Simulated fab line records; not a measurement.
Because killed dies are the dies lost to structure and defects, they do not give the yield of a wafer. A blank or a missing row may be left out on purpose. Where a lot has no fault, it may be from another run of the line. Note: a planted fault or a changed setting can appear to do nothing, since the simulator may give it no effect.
A lot that was struck, set against a sound lot || flow nand-harc || 14 out of 1159 route steps
Sound: the wafers L582.2, L582.5, L582.6. Struck: wafer L593.5 (left out: L593.2, L593.4 of the same lot, which were not struck); the cause appears at the end.
For every step that has rows: the tool of each side, followed by ch and its chambers, followed by its first start. Under that, the readings that differ: sound wafers || struck wafers || difference of the means || sigmas: that difference in standard deviations of wafers without a fault.
alike: words and numbers the same on both sides, and readings whose means are apart by under 2 such deviations; not compared: readings that were withheld, readings missing a value for some wafer, numbers with overlapping values and no deviation given by the record, and bounds like >300 which may hide the same value.
The two part at a step that has a row with sigmas, a row that says differs or no value, or rows on one side only. When numbers do not overlap yet have no deviation, they are printed without sigmas and do not part them. A reading missing from all wafers of one side parts the sides only when that side holds two or more wafers.

first, 1 step without rows for these wafers: NHARC_A_CONTACT_DEVELOP_07 (develop time 35 s).
NHARC_A_CONTACT_CD_MEAS_08: the cd target is 100 nm.
  sound on cd-sem-02 ch 0, day 17 17:19; struck on cd-sem-03 ch 0, day 20 13:26
  alike: cd-nm
NHARC_A_CONTACT_OVL_MEAS_09:
  sound on overlay-01, day 17 17:24; struck on overlay-01, day 20 13:32
{"reading": "overlay-x-nm (nm)", "sound": "1.7 1.5 1.5", "struck": -1.5, "difference": -3.1, "sigmas": -3}
  alike: overlay-y-nm
NHARC_A_CONTACT_INSPECT_10:
  sound on defect-inspect-02, day 17 17:26; struck on defect-inspect-01, day 20 13:34
  alike: raw-defect-count
NHARC_A_CONTACT_DESCUM_13: chemistry O2, time 3 s.
  sound on rie-diel-01 ch 0,3, day 17 17:32; struck on rie-diel-01 ch 0, day 20 13:38
{"reading": "drypump-motor-current-A (A)", "sound": "5.21 5.23 6.05", "struck": 6.05, "difference": "+0.55", "sigmas": "+2"}
  alike: o2-flow-sccm, oes-product-au, rf-vpp-V, showerhead-plenum-p-Torr, throttle-valve-pct
  not compared: rf-hours-counter-h
NHARC_A_CONTACT_ETCH_88: etches the open film in CF4, target depth 39 nm, time 65 s.
  sound on rie-diel-01 ch 0,3, day 17 17:41; struck on rie-diel-01 ch 3, day 20 13:43
{"reading": "oes-product-au (a.u.)", "sound": "1.000 0.986 0.995", "struck": 1.014, "difference": "+0.020", "sigmas": "+2"}
{"reading": "rf-vpp-V (V)", "sound": "150.5 150.5 150.0", "struck": 147.3, "difference": -3.0, "sigmas": -2}
  alike: drypump-motor-current-A, run-length-s, showerhead-plenum-p-Torr, throttle-valve-pct
  not compared: rf-hours-counter-h
then, 2 steps without rows for these wafers: NHARC_A_CONTACT_ETCH_89 (etches the open film in N2/H2, target depth 260 nm, time 475.3 s); NHARC_A_CONTACT_ETCH_30 (etches the open film in CF4/CHF3, target depth 60.5 nm, time 30.2 s).
NHARC_A_CONTACT_ETCH_31: etches the open film in O2/COS, target depth 2000 nm, time 520 s.
  sound on rie-diel-07 ch 0,1, day 17 18:35; struck on rie-diel-01 ch 1
{"reading": "o2-flow-sccm (sccm)", "sound": "397.9 399.3 401.0", "struck": 402.2, "difference": "+2.8", "sigmas": "+2"}
{"reading": "throttle-valve-pct (%)", "sound": "28.330 28.337 28.317", "struck": 28.306, "difference": -0.022, "sigmas": -2}
  alike: drypump-motor-current-A, oes-product-au, rf-vpp-V, run-length-s, showerhead-plenum-p-Torr
  not compared: rf-hours-counter-h
NHARC_A_CONTACT_ETCH_134: etches the open film in C4F8/O2/Ar, time 140 s, target depth 700 nm.
  sound on har-cap-etch-02 ch 0,1, day 17 18:56; struck on har-cap-etch-03 ch 1, day 20 14:41
  alike: run-length-s
  not compared: rf-hours-counter-h
then, 1 step without rows for these wafers: NHARC_A_CONTACT_ETCH_135 (etches the open film in C4F8/O2/Ar, time 132 s, target depth 1287 nm).
NHARC_A_CONTACT_ETCH_136: etches the open film in C4F8/O2/Ar, time 132 s, target depth 1287 nm.
  sound on har-cap-etch-02 ch 0,1, day 17 19:22; struck on har-cap-etch-03 ch 1, day 20 15:01
  not compared: rf-hours-counter-h, run-length-s
NHARC_A_CONTACT_ETCH_137: etches the open film in C4F8/O2/Ar, time 132 s, target depth 1287 nm.
  sound on har-cap-etch-02 ch 0,1, day 17 19:32; struck on har-cap-etch-03 ch 1, day 20 15:08
{"reading": "run-length-s (s)", "sound": "132 132 132", "struck": 171.69, "difference": "+39.69", "sigmas": ""}
  not compared: rf-hours-counter-h
then, 1 step without rows for these wafers: NHARC_A_CONTACT_ETCH_138 (etches the open film in C4F8/O2/Ar, time 132 s, target depth 1289 nm).

## WHERE THEY PART
First at NHARC_A_CONTACT_OVL_MEAS_09; last, within this record, at NHARC_A_CONTACT_ETCH_31. Later steps at which nothing parts them and some readings are alike: NHARC_A_CONTACT_ETCH_134.

WHY: the cause the simulator had injected
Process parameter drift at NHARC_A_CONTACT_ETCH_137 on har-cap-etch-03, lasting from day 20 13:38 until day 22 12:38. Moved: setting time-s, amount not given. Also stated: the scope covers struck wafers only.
